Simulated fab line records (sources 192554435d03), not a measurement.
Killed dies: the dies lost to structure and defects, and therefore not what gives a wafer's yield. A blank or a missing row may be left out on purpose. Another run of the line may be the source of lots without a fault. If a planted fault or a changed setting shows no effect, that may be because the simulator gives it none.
Problem report, 8D (eight disciplines) form, completed by code -- flow n5_finfet -- the parts of the form that need people (team, actions taken, sign-off) are left out
Where a reading is given only as a bound, like >300, the bound stands for it, and a mean or a difference that rests on one is marked > or <: the true number lies beyond.

## 1. THE PROBLEM
Mean of raw_defect_count at N5_SPACER0_INSPECT_04: 866 across 6 wafers in 2 lots; on wafers with no fault it is 129 (standard deviation 29). That is +25 standard deviations from the usual mean.
The step: inspects for defects (darkfield).
First seen on wafer L953.1, day 5 08:01, on defect_inspect-02. Wafers with a number at this step in the record: 24, from 8 lots. Rule for "out" (also "out of limits"): further than 4 standard deviations from the usual mean. Any other wafer with a number is counted as sound.

## 2. WHAT IT IS, WHAT IT ISN'T
question,is,is not
which readings at this step,raw_defect_count,-
which lots,"L953, L956","L944, L945, L957, L960, L965, L966"
which wafers of those lots,all that have a number,-
read on which gauges,defect_inspect-02,defect_inspect-01
when,from day 5 08:01,"up to then (6 sound wafers); but 12 sound wafers of L957, L960, L965, L966 came after"

## 3. THE SUSPECTS, EACH WITH WHAT RULES IT OUT
Counting: any tool at a process step up to the reading is kept as a suspect provided that every lot that is out went through it and no sound lot did after the first of them.
- the gauge at N5_SPACER0_INSPECT_04 is ruled out. All the wafers that are out were read on defect_inspect-02, but those of them that N5_PASSIVATION_PROBE_49 has rows for are out there too, on other tools.
- ald_sin-02 at N5_SPACER0_ALD_08 (deposits SiNx, target thk 2 nm): ruled out as a lasting fault. After its first lot that is out, L953 (day 5 07:52), sound lots L966 ran on it.
Left after counting: nothing in the record.

## 4. THE CAUSE (what the simulator had put in)
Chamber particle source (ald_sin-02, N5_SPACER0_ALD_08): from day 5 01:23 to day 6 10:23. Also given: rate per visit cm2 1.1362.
The count ruled it out by mistake, since the rule takes a fault to strike every lot its tool runs from the start of the fault on, and this one did not do so.

## 5. THE EFFECT CHAIN, in route order
Each row: a reading where the mean over the struck wafers with a number is more than 3 standard deviations away from the usual. Only readings whose record carries a usual standard deviation are examined. hours: median over the lots of the time between each lot's start at the first step of this table that gives one and its start at this step. sigmas: the change, counted in usual standard deviations.
hours,step,reading,usual,on struck wafers,change,sigmas
0,N5_SPACER0_INSPECT_04,raw_defect_count,129,866,+737,+25
0,N5_SD_EPI_N_INSPECT_11,raw_defect_count,2.1,>300,>+298,+99 or more
5,N5_SD_EPI_N_INSPECT_26,raw_defect_count,197,942,+744,+21
9,N5_SD_EPI_P_INSPECT_26,raw_defect_count,170,911,+741,+21
249,N5_PASSIVATION_PROBE_49,defect_limited_yield,91.3 %,82.9,-8.4,-6.4
249,N5_PASSIVATION_PROBE_49,killed_at_front_end,39,143,+104,+9.5
249,N5_PASSIVATION_PROBE_49,killed_dies,102,202,+100,+6.2
249,N5_PASSIVATION_PROBE_49,killed_on_rim,13,25,+12,+3.1
249,N5_PASSIVATION_PROBE_49,sort_bin_5_function,5.2 %,10.5,+5.3,+5.9
249,N5_PASSIVATION_PROBE_49,sort_n_pass,1078,978,-100,-6.2
249,N5_PASSIVATION_PROBE_49,sort_yield_pct,91.3 %,82.9,-8.4,-6.5
Its process steps:
- N5_PASSIVATION_PROBE_49
Later steps that measure or inspect, where all struck wafers having a row at the step show a number for every such reading and not one has moved that far: N5_BEOL_M4_RC_MEAS_101.

## 6. HOW IT WOULD HAVE BEEN CAUGHT EARLIER
The first out-of-limits reading at a measuring or inspecting step in this record came at day 5 08:01, 7 hours after the fault's start at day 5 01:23.
Of the tool readings at N5_SPACER0_ALD_08 for which the record gives a usual standard deviation, none was out on any struck wafer, so an alarm limit of 4 standard deviations on them would not have fired.
